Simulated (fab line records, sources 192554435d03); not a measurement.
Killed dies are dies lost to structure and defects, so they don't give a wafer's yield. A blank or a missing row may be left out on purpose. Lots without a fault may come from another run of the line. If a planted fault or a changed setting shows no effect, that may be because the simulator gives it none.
3 desks looking at one fault :: flow n5 finfet :: each desk holds nothing but its own numbers, with what lay behind them at the end

== AT THE METROLOGY DESK ==
Means of the sampled wafers that have a number, per lot and without regard to the tool the lot ran on: this is what the gauges read. If a lot's mean is further than 4 standard deviations from the usual mean, the lot is out of limits and carries the mark OUT (the distance appears in the brackets).
Columns: A = trench depth nm at N5_BEOL_M8_OCD_MEAS_38, usual 92.8 nm; B = M8_THK at N5_BEOL_M8_THK_MEAS_53, usual 81.9 nm; C = M8_RS at N5_BEOL_M8_RS_MEAS_57, usual 0.289 ohm/sq
lot: L609
first seen here: day 9 19:20
A: 94.8
B: 83.1
C: 0.285

lot: L612
first seen here: day 9 23:01
A: 92.6
B: 81.7
C: 0.288

lot: L611
first seen here: day 10 03:56
A: 94.7
B: 85.0
C: 0.279

lot: L620
first seen here: day 12 18:55
A: 92.4
B: 82.6
C: 0.286

lot: L622
first seen here: day 13 06:46
A: 83.4 (-5.2) OUT
B: 71.1 (-5.1) OUT
C: 0.338 (+6.1) OUT

lot: L628
first seen here: day 14 05:22
A: 91.8
B: 81.3
C: 0.293

lot: L627
first seen here: day 14 05:25
A: 85.1 (-4.3) OUT
B: 73.3 (-4.1) OUT
C: 0.328 (+4.8) OUT

lot: L629
first seen here: day 14 17:08
A: 91.2
B: 79.2
C: 0.298

lot: L632
first seen here: day 15 08:53
A: 94.2
B: 82.9
C: 0.288
Finding of this desk: L622, L627 out of limits; the first was L622 at day 13 06:46, on trench depth nm at N5_BEOL_M8_OCD_MEAS_38. L609, L612, L611, L620, L628, L629, L632 stayed within limits.

== THE DEFECT DESK ==
Lot by lot, what the route's inspections counted, given as the mean of those sampled wafers with a number. If a lot's mean is further than 4 standard deviations from the usual mean, the lot is out of limits and carries the mark OUT (the distance appears in the brackets).
Columns: A = raw defect count at N5_BEOL_M8_INSPECT_13, usual 411
lot: L609
first seen here: day 9 17:49
A: 337

lot: L612
first seen here: day 9 19:21
A: 456

lot: L611
first seen here: day 10 02:18
A: 409

lot: L620
first seen here: day 12 16:44
A: 393

lot: L622
first seen here: day 13 01:50
A: 383

lot: L628
first seen here: day 14 02:20
A: 619

lot: L627
first seen here: day 14 02:46
A: 412

lot: L629
first seen here: day 14 14:50
A: 504

lot: L632
first seen here: day 15 06:19
A: 395
This desk's verdict: no lot among the 9 shows anything out of limits.

== TOOL OWNER'S DESK, rie diel-04 ==
The tool's own readings at N5_BEOL_M8_TRENCH_ETCH_37 (etches SiCOH lowk in C4F6/O2, target depth 93.478 nm, time 31.2 s): means of the sampled wafers that have a number, for each lot that ran on this tool. If a lot's mean is further than 4 standard deviations from the usual mean, the lot is out of limits and carries the mark OUT (the distance appears in the brackets).
Columns: A = drypump motor current A at N5_BEOL_M8_TRENCH_ETCH_37, usual 5.8 A; B = oes_f_703_au at N5_BEOL_M8_TRENCH_ETCH_37, usual 0.78 a.u.; C = oes product au at N5_BEOL_M8_TRENCH_ETCH_37, usual 0.78 a.u.; D = rf fwd power W at N5_BEOL_M8_TRENCH_ETCH_37, usual 339.9 W; E = rf vpp V at N5_BEOL_M8_TRENCH_ETCH_37, usual 662 V; F = showerhead plenum p Torr at N5_BEOL_M8_TRENCH_ETCH_37, usual 2.86 Torr; G = throttle valve pct at N5_BEOL_M8_TRENCH_ETCH_37, usual 21.05 %
lot: L609
first seen here: day 9 19:11
A: 5.7
B: 0.86
C: 0.86
D: 338.9
E: 668
F: 2.89
G: 20.98

lot: L612
first seen here: day 9 22:51
A: 5.6
B: 0.83
C: 0.82
D: 339.1
E: 661
F: 2.87
G: 20.90

lot: L611
first seen here: day 10 03:47
A: 5.7
B: 0.85
C: 0.86
D: 339.2
E: 668
F: 2.89
G: 20.98

lot: L622
first seen here: day 13 06:36
A: 5.4
B: 0.52
C: 0.66
D: 254.5 (-50) OUT
E: 747 (+8.5) OUT
F: 2.84
G: 21.09

lot: L627
first seen here: day 14 05:15
A: 5.5
B: 0.59
C: 0.76
D: 256.2 (-49) OUT
E: 768 (+11) OUT
F: 2.88
G: 21.18
Finding of this desk: L622, L627 out of limits; the first was L622 at day 13 06:36, on rf fwd power W at N5_BEOL_M8_TRENCH_ETCH_37. L609, L612, L611 stayed within limits.

== BROUGHT TOGETHER ==
An alarm could have come from the tool owner's desk at day 13 06:36, on L622, L627.
An alarm was possible from the metrology desk at day 13 06:46, on L622, L627.
Nothing out of limits was seen by the defect desk.
The defect desk has L622, L627 on record, within its limits.
On rie diel-04, each named lot ran N5_BEOL_M8_TRENCH_ETCH_37.

== WHAT THE SIMULATOR PUT IN ==
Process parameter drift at N5_BEOL_M8_TRENCH_ETCH_37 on rie diel-04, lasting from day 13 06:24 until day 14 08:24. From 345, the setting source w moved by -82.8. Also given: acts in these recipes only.
Shown lots that were struck: L622, L627.
Time in hours from fault onset to the first out-of-limits reading at each desk: tool owner's desk 0, metrology desk 0.
